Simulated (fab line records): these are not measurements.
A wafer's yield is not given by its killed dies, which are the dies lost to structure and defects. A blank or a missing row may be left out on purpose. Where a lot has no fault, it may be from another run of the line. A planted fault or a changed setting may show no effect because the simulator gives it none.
Split-lot trial :: flow n5-finfet :: 21 wafers read from 7 lots, route of 1938 steps

THE SPLIT ITSELF
At N5_MOL_CONTACT_COAG_PECVD_31 (deposits SiO2 from TEOS/O2, target thk 46 nm, time 8.9 s), the setting temp-c was moved away from the recipe's 400 C on 10 of the 21 wafers read, by -1.2% to +2.5%. The other wafers ran this setting at the recipe's value.

FROM THE SPLIT TO THE READING: what the file shows between them, 6 steps
- N5_MOL_CONTACT_COAG_COAT_75: time 60 s, resist thk 60 nm
- N5_MOL_CONTACT_COAG_COAT_76: time 60 s, resist thk 10 nm
- N5_MOL_CONTACT_COAG_ETCHBACK_135: etches SiO2 in CHF3, target depth 25 nm, time 16.7 s
- N5_MOL_CONTACT_COAG_STRIP_118: strips in CHF3
- N5_MOL_CONTACT_COAG_VIA_ETCH_46: etches SiO2 in C4F6/O2, target depth 46 nm, overetch 9.2 nm, time 40 s
- N5_MOL_CONTACT_COAG_STRIP_96: strips in N2/H2

THE READING
SiO2_of_MOL_CONTACT_COAG_PECVD_31.thk-nm (the simulator's own value, which no gauge read), in nm, at N5_MOL_CONTACT_COAG_ETCH_47 (etches SiNx in CH3F/O2, stops on W, target depth 27 nm). There is no usual value for it anywhere in the file. Across the 11 wafers here that went through the recipe, the average is 44.3 nm and the standard deviation 0.71 nm.

wafer: L074.2
tool, chamber at the split: pecvd-03, 1
temp-c as run, C: 400
against the recipe: recipe
SiO2_of_MOL_CONTACT_COAG_PECVD_31.thk-nm, nm: 43.2
against lot-mates on the recipe: -

wafer: L074.5
tool, chamber at the split: pecvd-03, 0
temp-c as run, C: 408.1
against the recipe: +2.0%
SiO2_of_MOL_CONTACT_COAG_PECVD_31.thk-nm, nm: 40.8
against lot-mates on the recipe: -2.7

wafer: L074.6
tool, chamber at the split: pecvd-03, 1
temp-c as run, C: 400
against the recipe: recipe
SiO2_of_MOL_CONTACT_COAG_PECVD_31.thk-nm, nm: 43.8
against lot-mates on the recipe: -

wafer: L079.1
tool, chamber at the split: pecvd-03, 2
temp-c as run, C: 400
against the recipe: recipe
SiO2_of_MOL_CONTACT_COAG_PECVD_31.thk-nm, nm: 43.6
against lot-mates on the recipe: -

wafer: L079.2
tool, chamber at the split: pecvd-03, 0
temp-c as run, C: 410.1
against the recipe: +2.5%
SiO2_of_MOL_CONTACT_COAG_PECVD_31.thk-nm, nm: 40.2
against lot-mates on the recipe: -3.4

wafer: L079.6
tool, chamber at the split: pecvd-03, 1
temp-c as run, C: 410.1
against the recipe: +2.5%
SiO2_of_MOL_CONTACT_COAG_PECVD_31.thk-nm, nm: 40.6
against lot-mates on the recipe: -3.0

wafer: L080.1
tool, chamber at the split: pecvd-01, 2
temp-c as run, C: 407.7
against the recipe: +1.9%
SiO2_of_MOL_CONTACT_COAG_PECVD_31.thk-nm, nm: 41.4
against lot-mates on the recipe: -2.8

wafer: L080.4
tool, chamber at the split: pecvd-01, 0
temp-c as run, C: 400
against the recipe: recipe
SiO2_of_MOL_CONTACT_COAG_PECVD_31.thk-nm, nm: 43.8
against lot-mates on the recipe: -

wafer: L080.5
tool, chamber at the split: pecvd-01, 1
temp-c as run, C: 400
against the recipe: recipe
SiO2_of_MOL_CONTACT_COAG_PECVD_31.thk-nm, nm: 44.6
against lot-mates on the recipe: -

wafer: L084.1
tool, chamber at the split: pecvd-03, 1
temp-c as run, C: 406.3
against the recipe: +1.6%
SiO2_of_MOL_CONTACT_COAG_PECVD_31.thk-nm, nm: 41.4
against lot-mates on the recipe: no lot-mate on the recipe

wafer: L084.3
tool, chamber at the split: pecvd-03, 2
temp-c as run, C: 406.3
against the recipe: +1.6%
SiO2_of_MOL_CONTACT_COAG_PECVD_31.thk-nm, nm: 42.2
against lot-mates on the recipe: no lot-mate on the recipe

wafer: L084.6
tool, chamber at the split: pecvd-03, 1
temp-c as run, C: 406.3
against the recipe: +1.6%
SiO2_of_MOL_CONTACT_COAG_PECVD_31.thk-nm, nm: 42.6
against lot-mates on the recipe: no lot-mate on the recipe

wafer: L087.4
tool, chamber at the split: pecvd-02, 2
temp-c as run, C: 405.8
against the recipe: +1.4%
SiO2_of_MOL_CONTACT_COAG_PECVD_31.thk-nm, nm: 42.2
against lot-mates on the recipe: -1.9

wafer: L087.5
tool, chamber at the split: pecvd-02, 1
temp-c as run, C: 400
against the recipe: recipe
SiO2_of_MOL_CONTACT_COAG_PECVD_31.thk-nm, nm: 43.8
against lot-mates on the recipe: -

wafer: L087.6
tool, chamber at the split: pecvd-02, 0
temp-c as run, C: 400
against the recipe: recipe
SiO2_of_MOL_CONTACT_COAG_PECVD_31.thk-nm, nm: 44.4
against lot-mates on the recipe: -

wafer: L088.2
tool, chamber at the split: pecvd-01, 1
temp-c as run, C: 400
against the recipe: recipe
SiO2_of_MOL_CONTACT_COAG_PECVD_31.thk-nm, nm: 44.2
against lot-mates on the recipe: -

wafer: L088.4
tool, chamber at the split: pecvd-01, 1
temp-c as run, C: 400
against the recipe: recipe
SiO2_of_MOL_CONTACT_COAG_PECVD_31.thk-nm, nm: 45
against lot-mates on the recipe: -

wafer: L088.5
tool, chamber at the split: pecvd-01, 0
temp-c as run, C: 400
against the recipe: recipe
SiO2_of_MOL_CONTACT_COAG_PECVD_31.thk-nm, nm: 44.8
against lot-mates on the recipe: -

wafer: L091.1
tool, chamber at the split: pecvd-03, 2
temp-c as run, C: 395.1
against the recipe: -1.2%
SiO2_of_MOL_CONTACT_COAG_PECVD_31.thk-nm, nm: 45.8
against lot-mates on the recipe: +0.0

wafer: L091.2
tool, chamber at the split: pecvd-03, 1
temp-c as run, C: 395.1
against the recipe: -1.2%
SiO2_of_MOL_CONTACT_COAG_PECVD_31.thk-nm, nm: 45.4
against lot-mates on the recipe: -0.4

wafer: L091.4
tool, chamber at the split: pecvd-03, 2
temp-c as run, C: 400
against the recipe: recipe
SiO2_of_MOL_CONTACT_COAG_PECVD_31.thk-nm, nm: 45.8
against lot-mates on the recipe: -

FIT RESULTS
A straight line over all 21 wafers: SiO2_of_MOL_CONTACT_COAG_PECVD_31.thk-nm changes by -1.44 nm for each +1% of temp-c; r = -0.94; the points scatter about the line by 0.61 nm.
The same after taking each lot's own level away (the mean of its wafers on the recipe; 18 wafers): -1.04 nm for each +1%; r = -0.90; scatter 0.58 nm.
That fit puts the effect of the largest move of temp-c on the reading at 2.6 nm.
Across the lots, their own levels run from 43.50 to 45.80 nm, a range of 3.2 times the standard deviation given above.
Hence the slope depends on the lot-to-lot level, as the two fits are not the same.
Check: with one of the wafers moved furthest among these (+2.5%) left out of the fit, the line predicts -2.8 nm for it against its lot-mates. Against them it came out at -3.4 nm.

THE WHOLE CHAIN: every reading that the file lists as answering this split, in the file's order
step: N5_MOL_CONTACT_COAG_PECVD_31
what it does: deposits SiO2 from TEOS/O2, target thk 46 nm, time 8.9 s
reading: SiO2_of_MOL_CONTACT_COAG_PECVD_31.thk-nm (the simulator's own value, which no gauge read)
change (the file's fit): -1.26 nm for each +1% of the setting
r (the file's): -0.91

step: N5_MOL_CONTACT_COAG_VIA_ETCH_46
what it does: etches SiO2 in C4F6/O2, target depth 46 nm, overetch 9.2 nm, time 40 s
reading: etch.depth-nm (the simulator's own value, which no gauge read)
change (the file's fit): -1.22 nm for each +1% of the setting
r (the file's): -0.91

step: N5_MOL_CONTACT_COAG_ETCH_47
what it does: etches SiNx in CH3F/O2, stops on W, target depth 27 nm
reading: SiO2_of_MOL_CONTACT_COAG_PECVD_31.thk-nm (the simulator's own value, which no gauge read)
change (the file's fit): -1.21 nm for each +1% of the setting
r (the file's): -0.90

FILE'S OWN FIT
SiO2_of_MOL_CONTACT_COAG_PECVD_31.thk-nm changes by -1.21 nm for each +1% of temp-c, r = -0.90.
